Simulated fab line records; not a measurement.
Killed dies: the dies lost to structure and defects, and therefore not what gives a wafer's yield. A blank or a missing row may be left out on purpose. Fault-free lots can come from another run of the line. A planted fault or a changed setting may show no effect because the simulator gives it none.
A lot that was struck, set against a sound lot :: flow n5-finfet :: 15 out of 1938 route steps
Sound: the wafers L971.1, L971.3, L971.6. Struck: wafer L987.4; the same lot's L987.5 was not struck, so it is left out; see the end for the cause.
Order at every step that has rows: each side's tool, ch and its chambers, its first start. Under that, the readings that differ: sound wafers :: struck wafers :: difference of the means :: sigmas: that difference in standard deviations of wafers without a fault.
alike: readings with means less than 2 such deviations apart, plus words and numbers identical on both sides. not compared: withheld readings, readings lacking a value on some wafer, bounds such as >300 that could conceal the same value, and numbers that have no deviation in the record and whose values overlap.
The two part at a step that has a row with sigmas, a row that says differs or no value, or rows on one side only. When numbers do not overlap yet have no deviation, they are printed without sigmas and do not part them. Lack of a reading on every wafer of one side parts them only where that side has two or more wafers.

first, 8 steps without rows for these wafers: N5_BEOL_M11_COAT_63 (time 60 s, resist thk 100 nm); N5_BEOL_M11_COAT_64 (time 60 s, resist thk 30 nm); N5_BEOL_M11_COAT_22 (resist thk 90 nm); N5_BEOL_M11_EBR_24; N5_BEOL_M11_SOFTBAKE_23 (time 60 s); N5_BEOL_M11_EXPOSE_25 (exposes mask V10); N5_BEOL_M11_PEB_26 (peb time 60 s); N5_BEOL_M11_DEVELOP_27 (develop time 30 s).
N5_BEOL_M11_CD_MEAS_28: target cd 70 nm.
  sound on cd-sem-01 ch 0, day 10 12:40; struck on cd-sem-01 ch 0, day 17 01:19
  alike: cd-nm
N5_BEOL_M11_OVL_MEAS_29:
  sound on overlay-01 ch 0, day 10 12:42; struck on overlay-02 ch 0, day 17 01:20
  alike: V10_OVL
N5_BEOL_M11_INSPECT_30: inspects for defects (brightfield).
  sound: defect-inspect-02 at day 10 12:44; struck: defect-inspect-02 at day 17 01:22
reading: raw-defect-count
sound: 280 225 305
struck: 513
difference: +243
sigmas: +2
N5_BEOL_M11_DESCUM_33: chemistry O2, time 7.9 s.
  sound on rie-diel-05 ch 0,1,3, day 10 12:46; struck on rie-diel-06 ch 1, day 17 01:23
  alike: bias-power-w, drypump-motor-current-A, oes-product-au, rf-fwd-power-W, rf-vpp-V, showerhead-plenum-p-Torr, throttle-valve-pct
  not compared: rf-hours-counter-h
N5_BEOL_M11_ETCH_65: etches SiARC in CF4, target depth 39 nm, time 65 s.
  sound on rie-diel-05 ch 0,1,3, day 10 12:48; struck on rie-diel-06 ch 1, day 17 01:26
reading: etch-rf-on-time-s (s)
sound: 65.8 64.8 64.1
struck: 49.9
difference: -15.0
sigmas: -11
  alike: drypump-motor-current-A, oes-product-au, rf-fwd-power-W, rf-vpp-V, showerhead-plenum-p-Torr, throttle-valve-pct
  not compared: rf-hours-counter-h
N5_BEOL_M11_ETCH_66: etches SOC in N2/H2, target depth 120 nm, overetch 24 nm, time 180 s.
  sound on rie-diel-05 ch 0,1,3, day 10 12:51; struck on rie-diel-06 ch 1, day 17 01:29
  alike: drypump-motor-current-A, oes-product-au, rf-fwd-power-W, rf-vpp-V, showerhead-plenum-p-Torr, throttle-valve-pct
  not compared: rf-hours-counter-h
after that, 1 step had no rows for these wafers: N5_PASSIVATION_PROBE_49.

== WHERE THEY PART ==
First at N5_BEOL_M11_INSPECT_30; last, within this record, at N5_BEOL_M11_ETCH_65. Later steps at which nothing parts them and some readings are alike: N5_BEOL_M11_ETCH_66.

WHY: what the simulator had put in
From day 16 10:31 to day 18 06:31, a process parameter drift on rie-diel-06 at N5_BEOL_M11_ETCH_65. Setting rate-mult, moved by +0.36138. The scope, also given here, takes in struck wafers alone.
